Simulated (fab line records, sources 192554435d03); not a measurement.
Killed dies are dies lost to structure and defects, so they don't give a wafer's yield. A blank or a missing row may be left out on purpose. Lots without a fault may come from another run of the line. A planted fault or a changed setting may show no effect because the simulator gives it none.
Split-lot experiment | flow n5_finfet | 7 lots, 39 wafers read, on a route of 1938 steps

THE SPLIT
At N5_HKMG_FIN_ETCH_58 (etches SOC in N2/H2, target depth 215.8 nm, time 741 s), the setting bias_w was moved away from the recipe's 13 W on 12 of the 39 wafers read, by +6.4% to +19.0%. The other wafers ran this setting at the recipe's value.

The reading is taken at the split's own step.

THE READING
rf_vpp_V, in V, at N5_HKMG_FIN_ETCH_58 (etches SOC in N2/H2, target depth 215.8 nm, time 741 s). Fault-free wafers of this fab line usually give 99.1 V, standard deviation 0.83 V.

wafer  | tool, chamber at the split | bias_w as run, W | against the recipe | rf_vpp_V, V | against lot-mates on the recipe
L076.1 | rie_diel-06, 0             | 13               | recipe             | 100.0       | -
L076.2 | rie_diel-06, 1             | 13               | recipe             | 98.0        | -
L076.3 | rie_diel-06, 2             | 13               | recipe             | 99.7        | -
L076.4 | rie_diel-06, 3             | 13               | recipe             | 99.2        | -
L076.5 | rie_diel-06, 3             | 13               | recipe             | 100.1       | -
L076.6 | rie_diel-06, 0             | 13               | recipe             | 98.4        | -
L077.1 | rie_diel-06, 2             | 13.83            | +6.4%              | 102.8       | +3.4
L077.2 | rie_diel-06, 1             | 13.83            | +6.4%              | 102.4       | +3.0
L077.3 | rie_diel-06, 0             | 13               | recipe             | 99.5        | -
L077.4 | rie_diel-06, 3             | 13               | recipe             | 98.9        | -
L077.5 | rie_diel-06, 2             | 13               | recipe             | 99.9        | -
L077.6 | rie_diel-06, 3             | 13.83            | +6.4%              | 103.2       | +3.8
L078.1 | rie_diel-02, 0             | 13               | recipe             | 99.3        | -
L078.2 | rie_diel-02, 2             | 14.67            | +12.8%             | 108.0       | +8.9
L078.3 | rie_diel-02, 3             | 13               | recipe             | 99.3        | -
L078.4 | rie_diel-02, 1             | 14.67            | +12.8%             | 107.4       | +8.3
L078.5 | rie_diel-02, 1             | 13               | recipe             | 98.6        | -
L078.6 | rie_diel-02, 0             | 14.67            | +12.8%             | 109.0       | +9.9
L080.1 | rie_diel-04, 0             | 15.21            | +17.0%             | 110.1       | +11.6
L080.2 | rie_diel-04, 1             | 13               | recipe             | 99.8        | -
L080.3 | rie_diel-04, 3             | 13               | recipe             | 98.0        | -
L080.4 | rie_diel-04, 2             | 15.21            | +17.0%             | 110.4       | +11.9
L080.5 | rie_diel-04, 3             | 13               | recipe             | 97.8        | -
L080.6 | rie_diel-04, 2             | 15.21            | +17.0%             | 108.1       | +9.6
L083.1 | rie_diel-02, 0             | 13               | recipe             | 98.1        | -
L083.2 | rie_diel-02, 2             | 13               | recipe             | 99.1        | -
L083.3 | rie_diel-02, 1             | 13               | recipe             | 99.6        | -
L083.4 | rie_diel-02, 3             | 13               | recipe             | 98.9        | -
L083.5 | rie_diel-02, 3             | 13               | recipe             | 98.8        | -
L083.6 | rie_diel-02, 0             | 13               | recipe             | 98.4        | -
L085.1 | rie_diel-06, 2             | 13               | recipe             | 98.4        | -
L085.5 | rie_diel-06, 1             | 13               | recipe             | 98.9        | -
L085.6 | rie_diel-06, 2             | 13               | recipe             | 100.1       | -
L094.1 | rie_diel-04, 3             | 15.47            | +19.0%             | 111.8       | +13.0
L094.2 | rie_diel-04, 2             | 13               | recipe             | 97.6        | -
L094.3 | rie_diel-04, 1             | 13               | recipe             | 98.9        | -
L094.4 | rie_diel-04, 0             | 15.47            | +19.0%             | 111.1       | +12.3
L094.5 | rie_diel-04, 0             | 13               | recipe             | 100.0       | -
L094.6 | rie_diel-04, 3             | 15.47            | +19.0%             | 110.1       | +11.3

THE FIT
A straight line over all 39 wafers: rf_vpp_V changes by +0.64 V for each +1% of bias_w; r = +0.98; the points scatter about the line by 0.81 V.
The same after taking each lot's own level away (the mean of its wafers on the recipe; 39 wafers): +0.652 V for each +1%; r = +0.99; scatter 0.78 V.
On that fit, the largest move of bias_w shifts the reading by 12 V.
The lots' own levels span 98.53 to 99.43 V, that is 1.1 times the standard deviation above.
So the lot-to-lot level changes the slope little: the two slopes agree.
Check: with one of the wafers moved furthest among these (+19.0%) left out of the fit, the line predicts +12.3 V for it against its lot-mates. It came out at +13 V against them.
Tool readings at the split's step, against how far the setting was moved: rf_vpp_V r = +0.98.

OTHER SPLITS ON THESE WAFERS
These wafers also went through other splits before the reading. Each is held against what the fit with the lots' levels taken away leaves over:
other split on the same wafers | wafers away from the commonest value | r with rf_vpp_V (lot level and that fit taken away)
N5_DUMMY_GATE_ETCH_32 time_s   | 15                                   | +0.00

THE FILE'S OWN FIT
rf_vpp_V changes by +0.65 V for each +1% of bias_w, r = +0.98.
